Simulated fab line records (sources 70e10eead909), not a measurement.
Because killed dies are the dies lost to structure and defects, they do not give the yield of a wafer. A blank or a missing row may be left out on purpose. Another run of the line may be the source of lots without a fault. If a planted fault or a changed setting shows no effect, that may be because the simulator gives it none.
Matching of chambers || flow nand-harc || rie-diel-13 running NHARC_P_M1_DESCUM_14: 4 sister chambers
The step chemistry O2, time 3 s. 20 wafers are shown with their chamber, then 10 later ones without.

## WAFERS, EACH WITH ITS CHAMBER
{"wafer": "L374.2", "chamber": 1, "showerhead-plenum-p-Torr (Torr)": 2.00, "drypump-motor-current-A (A)": 5.58, "rf-vpp-V (V)": 58.0}
{"wafer": "L374.4", "chamber": 2, "showerhead-plenum-p-Torr (Torr)": 1.79, "drypump-motor-current-A (A)": 5.62, "rf-vpp-V (V)": 57.2}
{"wafer": "L374.6", "chamber": 0, "showerhead-plenum-p-Torr (Torr)": 2.06, "drypump-motor-current-A (A)": 6.01, "rf-vpp-V (V)": 59.2}
{"wafer": "L375.1", "chamber": 0, "showerhead-plenum-p-Torr (Torr)": 2.06, "drypump-motor-current-A (A)": 6.02, "rf-vpp-V (V)": 60.1}
{"wafer": "L375.3", "chamber": 2, "showerhead-plenum-p-Torr (Torr)": 1.79, "drypump-motor-current-A (A)": 5.58, "rf-vpp-V (V)": 56.1}
{"wafer": "L375.4", "chamber": 1, "showerhead-plenum-p-Torr (Torr)": 2.00, "drypump-motor-current-A (A)": 5.62, "rf-vpp-V (V)": 57.3}
{"wafer": "L376.1", "chamber": 1, "showerhead-plenum-p-Torr (Torr)": 2.00, "drypump-motor-current-A (A)": 5.59, "rf-vpp-V (V)": 57.7}
{"wafer": "L376.2", "chamber": 0, "showerhead-plenum-p-Torr (Torr)": 2.06, "drypump-motor-current-A (A)": 6.01, "rf-vpp-V (V)": 58.0}
{"wafer": "L376.4", "chamber": 3, "showerhead-plenum-p-Torr (Torr)": 1.91, "drypump-motor-current-A (A)": 6.05, "rf-vpp-V (V)": 58.0}
{"wafer": "L378.1", "chamber": 1, "showerhead-plenum-p-Torr (Torr)": 2.00, "drypump-motor-current-A (A)": 5.58, "rf-vpp-V (V)": 58.5}
{"wafer": "L378.2", "chamber": 3, "showerhead-plenum-p-Torr (Torr)": 1.91, "drypump-motor-current-A (A)": 6.03, "rf-vpp-V (V)": 57.6}
{"wafer": "L378.6", "chamber": 1, "showerhead-plenum-p-Torr (Torr)": 2.00, "drypump-motor-current-A (A)": 5.59, "rf-vpp-V (V)": 57.1}
{"wafer": "L381.1", "chamber": 0, "showerhead-plenum-p-Torr (Torr)": 2.06, "drypump-motor-current-A (A)": 6.02, "rf-vpp-V (V)": 59.7}
{"wafer": "L381.4", "chamber": 0, "showerhead-plenum-p-Torr (Torr)": 2.06, "drypump-motor-current-A (A)": 5.98, "rf-vpp-V (V)": 59.7}
{"wafer": "L381.5", "chamber": 1, "showerhead-plenum-p-Torr (Torr)": 2.00, "drypump-motor-current-A (A)": 5.58, "rf-vpp-V (V)": 56.7}
{"wafer": "L386.1", "chamber": 3, "showerhead-plenum-p-Torr (Torr)": 1.91, "drypump-motor-current-A (A)": 6.05, "rf-vpp-V (V)": 57.4}
{"wafer": "L386.2", "chamber": 0, "showerhead-plenum-p-Torr (Torr)": 2.05, "drypump-motor-current-A (A)": 6.01, "rf-vpp-V (V)": 57.7}
{"wafer": "L386.6", "chamber": 3, "showerhead-plenum-p-Torr (Torr)": 1.91, "drypump-motor-current-A (A)": 6.07, "rf-vpp-V (V)": 57.6}
{"wafer": "L387.2", "chamber": 3, "showerhead-plenum-p-Torr (Torr)": 1.91, "drypump-motor-current-A (A)": 6.07, "rf-vpp-V (V)": 58.2}
{"wafer": "L387.4", "chamber": 0, "showerhead-plenum-p-Torr (Torr)": 2.05, "drypump-motor-current-A (A)": 6.01, "rf-vpp-V (V)": 58.6}

SIGNATURES, as means of the wafers listed above
{"reading": "showerhead-plenum-p-Torr", "chamber 0": 2.0571, "chamber 1": 2.0000, "chamber 2": 1.7900, "chamber 3": 1.9100, "scatter within a chamber": 0.00299}
{"reading": "drypump-motor-current-A", "chamber 0": 6.0086, "chamber 1": 5.5900, "chamber 2": 5.6000, "chamber 3": 6.0540, "scatter within a chamber": 0.0162}
{"reading": "rf-vpp-V", "chamber 0": 59.000, "chamber 1": 57.550, "chamber 2": 56.650, "chamber 3": 57.760, "scatter within a chamber": 0.717}
Rule: a wafer lies at a distance from a chamber equal to the root of the sum of squares, over the readings, of (its reading less the chamber's mean, divided by the reading's scatter). If the next closest chamber is less than 2 further off than the closest, the wafer can't be placed; otherwise it belongs to the closest. The scatter is the square root of a quotient: the sum, over the shown wafers, of each reading's squared deviation from its chamber's mean, divided by wafers minus chambers.

## WAFERS MISSING THEIR CHAMBER
{"wafer": "L387.6", "showerhead-plenum-p-Torr (Torr)": 2.00, "drypump-motor-current-A (A)": 5.59, "rf-vpp-V (V)": 57.8}
{"wafer": "L388.1", "showerhead-plenum-p-Torr (Torr)": 1.79, "drypump-motor-current-A (A)": 5.60, "rf-vpp-V (V)": 56.8}
{"wafer": "L388.3", "showerhead-plenum-p-Torr (Torr)": 2.05, "drypump-motor-current-A (A)": 6.01, "rf-vpp-V (V)": 58.2}
{"wafer": "L388.6", "showerhead-plenum-p-Torr (Torr)": 1.91, "drypump-motor-current-A (A)": 6.07, "rf-vpp-V (V)": 59.5}
{"wafer": "L389.1", "showerhead-plenum-p-Torr (Torr)": 2.05, "drypump-motor-current-A (A)": 6.00, "rf-vpp-V (V)": 57.3}
{"wafer": "L389.3", "showerhead-plenum-p-Torr (Torr)": 2.00, "drypump-motor-current-A (A)": 5.60, "rf-vpp-V (V)": 58.2}
{"wafer": "L389.6", "showerhead-plenum-p-Torr (Torr)": 2.05, "drypump-motor-current-A (A)": 6.01, "rf-vpp-V (V)": 58.8}
{"wafer": "L396.4", "showerhead-plenum-p-Torr (Torr)": 1.79, "drypump-motor-current-A (A)": 5.58, "rf-vpp-V (V)": 57.8}
{"wafer": "L396.5", "showerhead-plenum-p-Torr (Torr)": 1.90, "drypump-motor-current-A (A)": 6.06, "rf-vpp-V (V)": 57.4}
{"wafer": "L396.6", "showerhead-plenum-p-Torr (Torr)": 2.05, "drypump-motor-current-A (A)": 5.99, "rf-vpp-V (V)": 59.2}

## CHAMBER TAKEN BY EACH
{"wafer": "L387.6", "from the rows above": 1, "in truth": 1}
{"wafer": "L388.1", "from the rows above": 2, "in truth": 2}
{"wafer": "L388.3", "from the rows above": 0, "in truth": 0}
{"wafer": "L388.6", "from the rows above": 3, "in truth": 3}
{"wafer": "L389.1", "from the rows above": 0, "in truth": 0}
{"wafer": "L389.3", "from the rows above": 1, "in truth": 1}
{"wafer": "L389.6", "from the rows above": 0, "in truth": 0}
{"wafer": "L396.4", "from the rows above": 2, "in truth": 2}
{"wafer": "L396.5", "from the rows above": 3, "in truth": 3}
{"wafer": "L396.6", "from the rows above": 0, "in truth": 0}
Placed correctly: 10 of 10. Not placeable from these rows: 0. Wrongly placed: 0.
